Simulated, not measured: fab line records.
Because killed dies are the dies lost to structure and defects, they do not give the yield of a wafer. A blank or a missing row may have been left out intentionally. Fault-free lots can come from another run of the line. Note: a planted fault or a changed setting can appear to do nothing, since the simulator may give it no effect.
8D (eight disciplines) problem report, filled in by code -- flow nand-harc -- the parts of the form that need people (team, actions taken, sign-off) are left out

## 1. THE ISSUE
Wafers with no fault read 586.8 W with a standard deviation of 2.9, whereas rf-fwd-power-W at NHARC_A_CHANNEL_FILL_D2_ETCHBACK_20 reads a mean of 824.4 W on 1 wafer of 1 lot. That is +82 standard deviations from the usual mean.
The step: etches the open film in C4F8/O2/Ar, target depth 27 nm, time 13.5 s.
The first sign was on wafer L643.1 at day 18 06:49, on rie-diel-08. Wafers with a number at this step in the record: 36, from 12 lots. By rule, "out" or "out of limits" means more than 4 standard deviations away from the usual mean. The rest of the wafers with a number are treated as sound.

## 2. WHAT IT IS AND WHAT IT IS NOT
question,is,is not
which readings at this step,"rf-fwd-power-W, oes-product-au","chamber-pressure-mTorr, rf-vpp-V"
which lots,L643,"L633, L634, L637, L638, L639, L649, L651, L652, L653, L655, L656"
which wafers of those lots,L643.1,"L643.3, L643.4"
read on which tools,rie-diel-08,"rie-diel-04, rie-diel-05"
when,from day 18 06:49,"up to then (17 sound wafers); but 18 sound wafers of L649, L651, L652, L653, L655, L656 came after"

## 3. THE SUSPECTS, EACH WITH WHAT RULES IT OUT
Counting: a tool at a process step up to the reading stays a suspect if it ran every lot that is out. Sound lots after the first of them don't rule it out here, since some wafers of a struck lot are sound.
- ald-hk-02 at NHARC_A_CHANNEL_FILL_D2_ALD_16 (deposits SiO2, target thk 1.5 nm, pulse time 10 s, ald cycles 15): kept. The lot that is out, L643, ran on it at day 17 18:36; the last sound lot it ran before that was L634, at day 13 22:43.
- rie-diel-08 at NHARC_A_CHANNEL_FILL_D2_ETCHBACK_20 (etches the open film in C4F8/O2/Ar, target depth 27 nm, time 13.5 s): kept. The lot that is out, L643, ran on it at day 18 06:49; the last sound lot it ran before that was L637, at day 16 01:16. Its own readings are out on those wafers: oes-product-au, rf-fwd-power-W.
- In ald-hk-02 at NHARC_A_CHANNEL_FILL_D2_ALD_16, the wafers that are out were processed in chamber 2 and their sound lot-mates in chambers 0, 1.
- In rie-diel-08 at NHARC_A_CHANNEL_FILL_D2_ETCHBACK_20, the wafers that are out were processed in chamber 2 and their sound lot-mates in chambers 0, 3.
Remaining after the count are ald-hk-02 at NHARC_A_CHANNEL_FILL_D2_ALD_16 and rie-diel-08 at NHARC_A_CHANNEL_FILL_D2_ETCHBACK_20.

## 4. THE CAUSE (what the simulator had put in)
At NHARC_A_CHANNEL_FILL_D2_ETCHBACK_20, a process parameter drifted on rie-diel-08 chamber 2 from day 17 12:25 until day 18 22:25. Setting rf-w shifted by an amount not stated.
Counting left 2 suspects, and this tool is among them.

## 5. SEQUENCE OF EFFECTS, ordered by route
Each row: a reading where the mean over the struck wafers with a number is more than 3 standard deviations away from the usual. Readings are gone through only where the record gives a usual standard deviation; hours: the median, over the lots, of the time from a lot's start at the first step in this table giving one to that lot's start at this step; sigmas: the change measured in usual standard deviations.
hours,step,reading,usual,on struck wafers,change,sigmas
0,NHARC_A_CHANNEL_FILL_D2_ETCHBACK_20,oes-product-au,0.988 a.u.,1.244,+0.256,+11
0,NHARC_A_CHANNEL_FILL_D2_ETCHBACK_20,rf-fwd-power-W,586.8 W,824.4,+237.6,+82
Here are the process steps it includes:
- NHARC_A_CHANNEL_FILL_D2_ETCHBACK_20: etches the open film in C4F8/O2/Ar, target depth 27 nm, time 13.5 s.

## 6. WHAT WOULD HAVE CAUGHT IT SOONER
In this record no reading fell out of limits until day 18 06:49, 18 hours after the fault had begun at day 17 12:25.
